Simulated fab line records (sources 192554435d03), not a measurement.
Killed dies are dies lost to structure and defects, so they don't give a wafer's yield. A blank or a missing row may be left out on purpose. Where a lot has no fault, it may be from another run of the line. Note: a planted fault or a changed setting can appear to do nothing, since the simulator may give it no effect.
Which tool is to blame? -- flow n5Finfet -- 24 lots, 72 wafers sampled, at 6 steps of a route of 1938

== WHAT EACH GAUGE READ, for each wafer ==
N5_BEOL_M1_THK_MEAS_53: measures by xrf.
lot,measured,on,M1_THK (nm)
L074,day 6 14:34,filmMetro-02,39.1 41.8 41.0
L075,day 6 16:52,filmMetro-02,39.3 40.3 40.3
L076,day 6 20:10,filmMetro-02,40.0 37.2 41.6
L077,day 7 03:17,filmMetro-02,40.1 40.0 39.8
L078,day 7 08:46,filmMetro-02,38.5 37.8 38.1
L079,day 7 16:37,filmMetro-02,37.5 41.0 38.9
L080,day 7 18:32,filmMetro-01,38.8 41.2 41.4
L081,day 8 06:46,filmMetro-01,39.5 41.3 41.9
L082,day 8 10:18,filmMetro-02,40.5 43.7 41.4
L083,day 8 15:22,filmMetro-01,39.8 40.9 41.9
L084,day 8 22:02,filmMetro-02,38.7 41.6 40.2
L086,day 9 16:10,filmMetro-01,40.1 41.0 39.4
L085,day 9 17:10,filmMetro-01,39.4 40.5 41.2
L087,day 10 01:53,filmMetro-01,41.0 43.0 39.9
L088,day 10 05:16,filmMetro-01,40.7 42.1 42.1
L089,day 10 07:37,filmMetro-01,38.3 40.4 39.2
L090,day 10 13:02,filmMetro-01,36.9 39.0 41.0
L091,day 10 13:29,filmMetro-01,41.2 41.0 41.2
L092,day 10 18:50,filmMetro-01,40.5 39.7 42.5
L093,day 11 12:11,filmMetro-01,37.9 39.4 40.5
L094,day 11 15:14,filmMetro-01,40.4 38.8 40.5
L095,day 11 23:17,filmMetro-01,40.4 44.0 42.2
L096,day 12 02:59,filmMetro-01,39.3 42.0 40.2
L097,day 12 06:47,filmMetro-02,42.4 42.4 42.6

N5_BEOL_M2_CD_MEAS_18: pitch 36 nm, target cd 18 nm.
lot,measured,on,cdNm (nm)
L074,day 6 17:07,cdSem-03,17.6 17.5 17.8
L075,day 6 20:48,cdSem-03,17.6 18.2 18.0
L076,day 6 22:09,cdSem-02,18.1 18.3 18.1
L077,day 7 05:31,cdSem-03,17.8 18.0 18.6
L078,day 7 11:13,cdSem-03,18.0 18.1 17.9
L079,day 7 18:51,cdSem-03,17.6 18.4 18.4
L080,day 7 20:17,cdSem-01,18.9 18.2 17.7
L081,day 8 10:52,cdSem-03,18.5 18.2 18.1
L082,day 8 12:17,cdSem-01,18.4 18.0 18.0
L083,day 8 18:10,cdSem-03,17.9 18.0 17.7
L084,day 9 01:25,cdSem-01,17.9 18.0 18.5
L086,day 9 19:23,cdSem-03,17.9 17.9 18.1
L085,day 9 19:41,cdSem-01,18.2 18.3 18.1
L087,day 10 04:23,cdSem-02,17.6 17.4 18.2
L088,day 10 07:47,cdSem-02,18.2 18.1 18.5
L089,day 10 09:04,cdSem-03,18.1 17.9 18.1
L090,day 10 15:59,cdSem-01,18.0 18.7 18.4
L091,day 10 16:14,cdSem-02,18.3 18.2 18.2
L092,day 10 21:56,cdSem-02,17.5 17.7 17.7
L093,day 11 15:42,cdSem-03,17.8 18.4 18.1
L094,day 11 19:02,cdSem-01,17.2 17.5 17.7
L095,day 12 00:56,cdSem-03,18.2 18.3 18.1
L096,day 12 04:37,cdSem-01,18.0 18.7 18.3
L097,day 12 11:52,cdSem-02,18.4 18.5 18.5

== TOOL THAT RAN EACH LOT (tool first, then ch and the chambers of the sampled wafers, then the start) ==
lot,N5_BEOL_M1_SPUTTER_79,N5_BEOL_M1_SPUTTER_90,N5_BEOL_M1_ANNEAL_91,N5_BEOL_M1_SPUTTER_92
L074,"pvdSputter-03, day 6 12:14","pvdSputter-03, day 6 13:07","pvdSputter-03, day 6 13:11","pvdSputter-03, day 6 13:20"
L075,"pvdSputter-03, day 6 14:32","pvdSputter-03, day 6 15:25","pvdSputter-03, day 6 15:29","pvdSputter-03, day 6 15:38"
L076,"pvdSputter-03, day 6 17:50","pvdSputter-03, day 6 18:43","pvdSputter-03, day 6 18:47","pvdSputter-03, day 6 18:56"
L077,"pvdSputter-03, day 7 00:56","pvdSputter-03, day 7 01:49","pvdSputter-03, day 7 01:53","pvdSputter-03, day 7 02:02"
L078,"pvdSputter-02, day 7 06:26","pvdSputter-02, day 7 07:19","pvdSputter-02, day 7 07:24","pvdSputter-02, day 7 07:32"
L079,"pvdSputter-03, day 7 14:17","pvdSputter-03, day 7 15:10","pvdSputter-03, day 7 15:14","pvdSputter-03, day 7 15:23"
L080,"pvdSputter-03, day 7 16:12","pvdSputter-03, day 7 17:05","pvdSputter-03, day 7 17:10","pvdSputter-03, day 7 17:18"
L081,"pvdSputter-02, day 8 04:17","pvdSputter-02, day 8 05:10","pvdSputter-02, day 8 05:15","pvdSputter-02, day 8 05:23"
L082,"pvdSputter-03, day 8 07:59","pvdSputter-03, day 8 08:52","pvdSputter-03, day 8 08:56","pvdSputter-03, day 8 09:05"
L083,"pvdSputter-03, day 8 13:02","pvdSputter-03, day 8 13:55","pvdSputter-03, day 8 14:00","pvdSputter-03, day 8 14:08"
L084,"pvdSputter-03, day 8 19:43","pvdSputter-03, day 8 20:35","pvdSputter-03, day 8 20:40","pvdSputter-03, day 8 20:49"
L086,"pvdSputter-02, day 9 13:50","pvdSputter-02, day 9 14:43","pvdSputter-02, day 9 14:47","pvdSputter-02, day 9 14:56"
L085,"pvdSputter-01, day 9 14:40","pvdSputter-01, day 9 15:32","pvdSputter-01, day 9 15:37","pvdSputter-01, day 9 15:46"
L087,"pvdSputter-02, day 9 23:34","pvdSputter-02, day 10 00:26","pvdSputter-02, day 10 00:31","pvdSputter-02, day 10 00:40"
L088,"pvdSputter-03, day 10 02:50","pvdSputter-03, day 10 03:43","pvdSputter-03, day 10 03:48","pvdSputter-03, day 10 03:56"
L089,"pvdSputter-03, day 10 05:17","pvdSputter-03, day 10 06:10","pvdSputter-03, day 10 06:14","pvdSputter-03, day 10 06:23"
L090,"pvdSputter-01, day 10 10:33","pvdSputter-01, day 10 11:26","pvdSputter-01, day 10 11:31","pvdSputter-01, day 10 11:39"
L091,"pvdSputter-02, day 10 10:53","pvdSputter-02, day 10 11:46","pvdSputter-02, day 10 11:51","pvdSputter-02, day 10 11:59"
L092,"pvdSputter-02, day 10 16:15","pvdSputter-02, day 10 17:08","pvdSputter-02, day 10 17:13","pvdSputter-02, day 10 17:21"
L093,"pvdSputter-01, day 11 09:52","pvdSputter-01, day 11 10:44","pvdSputter-01, day 11 10:49","pvdSputter-01, day 11 10:58"
L094,"pvdSputter-03, day 11 12:55","pvdSputter-03, day 11 13:48","pvdSputter-03, day 11 13:53","pvdSputter-03, day 11 14:01"
L095,"pvdSputter-02, day 11 20:58","pvdSputter-02, day 11 21:51","pvdSputter-02, day 11 21:56","pvdSputter-02, day 11 22:04"
L096,"pvdSputter-02, day 12 00:39","pvdSputter-02, day 12 01:32","pvdSputter-02, day 12 01:37","pvdSputter-02, day 12 01:45"
L097,"pvdSputter-03, day 12 04:28","pvdSputter-03, day 12 05:20","pvdSputter-03, day 12 05:25","pvdSputter-03, day 12 05:34"
- N5_BEOL_M1_SPUTTER_79: material Cu, target thk 4.5 nm, time 8.29 s.
- N5_BEOL_M1_SPUTTER_90: material Cu, target thk 4.5 nm, time 8.29 s.
- N5_BEOL_M1_ANNEAL_91: time 240 s.
- N5_BEOL_M1_SPUTTER_92: material Cu, target thk 4.5 nm, time 8.29 s.

== WHAT THE TOOLS THEMSELVES READ (means of the sampled wafers that have a number; where no wafer has one, the mark that the record gives instead) ==
N5_BEOL_M1_SPUTTER_79.
lot,tool,substrateTempC (C),throttleValvePct (%)
L074,pvdSputter-03,-20.05,28.9
L075,pvdSputter-03,-20.01,30.1
L076,pvdSputter-03,-19.96,29.8
L077,pvdSputter-03,-20.06,29.2
L078,pvdSputter-02,-20.06,30.2
L079,pvdSputter-03,-20.03,29.1
L080,pvdSputter-03,-20.06,29.8
L081,pvdSputter-02,-19.95,30.2
L082,pvdSputter-03,-19.90,29.9
L083,pvdSputter-03,-19.93,29.8
L084,pvdSputter-03,-19.92,29.8
L086,pvdSputter-02,-20.07,30.3
L085,pvdSputter-01,-20.03,29.6
L087,pvdSputter-02,-19.99,29.3
L088,pvdSputter-03,-19.96,30.0
L089,pvdSputter-03,-20.10,30.1
L090,pvdSputter-01,-20.05,29.4
L091,pvdSputter-02,-20.08,29.6
L092,pvdSputter-02,-19.95,30.5
L093,pvdSputter-01,-19.94,29.8
L094,pvdSputter-03,-20.02,29.0
L095,pvdSputter-02,-20.03,29.6
L096,pvdSputter-02,-20.03,29.7
L097,pvdSputter-03,-20.04,30.6

N5_BEOL_M1_SPUTTER_90.
lot,tool,substrateTempC (C),throttleValvePct (%)
L074,pvdSputter-03,-19.92,29.0
L075,pvdSputter-03,-20.03,29.8
L076,pvdSputter-03,-20.09,30.0
L077,pvdSputter-03,-20.04,29.2
L078,pvdSputter-02,-19.89,30.2
L079,pvdSputter-03,-19.99,29.1
L080,pvdSputter-03,-20.06,30.0
L081,pvdSputter-02,-19.99,30.3
L082,pvdSputter-03,-20.03,29.9
L083,pvdSputter-03,-19.88,29.8
L084,pvdSputter-03,-20.03,29.7
L086,pvdSputter-02,-19.97,30.3
L085,pvdSputter-01,-19.97,29.6
L087,pvdSputter-02,-20.06,29.4
L088,pvdSputter-03,-20.09,29.8
L089,pvdSputter-03,-19.96,30.1
L090,pvdSputter-01,-20.07,29.4
L091,pvdSputter-02,-19.89,29.5
L092,pvdSputter-02,-20.10,30.7
L093,pvdSputter-01,-19.97,29.7
L094,pvdSputter-03,-20.05,29.0
L095,pvdSputter-02,-20.15,29.5
L096,pvdSputter-02,-19.92,29.7
L097,pvdSputter-03,-19.96,30.5

N5_BEOL_M1_ANNEAL_91.
lot,tool,heaterPowerW (W)
L074,pvdSputter-03,756
L075,pvdSputter-03,807
L076,pvdSputter-03,769
L077,pvdSputter-03,768
L078,pvdSputter-02,868
L079,pvdSputter-03,772
L080,pvdSputter-03,791
L081,pvdSputter-02,860
L082,pvdSputter-03,771
L083,pvdSputter-03,816
L084,pvdSputter-03,793
L086,pvdSputter-02,895
L085,pvdSputter-01,782
L087,pvdSputter-02,827
L088,pvdSputter-03,784
L089,pvdSputter-03,748
L090,pvdSputter-01,882
L091,pvdSputter-02,844
L092,pvdSputter-02,893
L093,pvdSputter-01,816
L094,pvdSputter-03,771
L095,pvdSputter-02,861
L096,pvdSputter-02,868
L097,pvdSputter-03,806

N5_BEOL_M1_SPUTTER_92.
lot,tool,substrateTempC (C),throttleValvePct (%)
L074,pvdSputter-03,-19.99,29.1
L075,pvdSputter-03,-19.91,29.8
L076,pvdSputter-03,-19.94,29.8
L077,pvdSputter-03,-19.99,29.1
L078,pvdSputter-02,-20.10,30.2
L079,pvdSputter-03,-19.97,29.0
L080,pvdSputter-03,-19.96,30.0
L081,pvdSputter-02,-20.03,30.3
L082,pvdSputter-03,-19.94,29.9
L083,pvdSputter-03,-19.95,30.0
L084,pvdSputter-03,-20.01,29.9
L086,pvdSputter-02,-19.97,30.5
L085,pvdSputter-01,-19.98,29.5
L087,pvdSputter-02,-19.93,29.4
L088,pvdSputter-03,-20.10,30.1
L089,pvdSputter-03,-20.01,29.9
L090,pvdSputter-01,-19.92,29.2
L091,pvdSputter-02,-19.88,29.7
L092,pvdSputter-02,-20.00,30.7
L093,pvdSputter-01,-19.96,29.7
L094,pvdSputter-03,-19.98,29.0
L095,pvdSputter-02,-20.03,29.6
L096,pvdSputter-02,-20.02,29.7
L097,pvdSputter-03,-19.99,30.7

== THE ANSWER, worked out from the rows above alone ==
Rule: usual is defined by the lots themselves. The widest of any qualifying gaps counts: lots, ordered by their means at a reading, are off when they make up no more than a third of the lots, leave a main group of 4 or more, and stand apart from it by 3 or more times the standard deviation of that group's means. Not used: any main group whose means are identical at the precision the tables above print for the reading. Also off: a lot with no number at a reading for which 4 or more lots have one. The other lots that the step has rows for count as sound. After the gauges, taken in route order, come the tools' own readings; for these a lot's mean is taken, as printed above. The first step at which some lot is off is used, and at that step the reading that is off furthest; a lot without a number counts as furthest.
No lot is off on any of the readings shown, so nothing can be concluded from this.

== WHAT HAD BEEN PUT IN BY THE SIMULATOR ==
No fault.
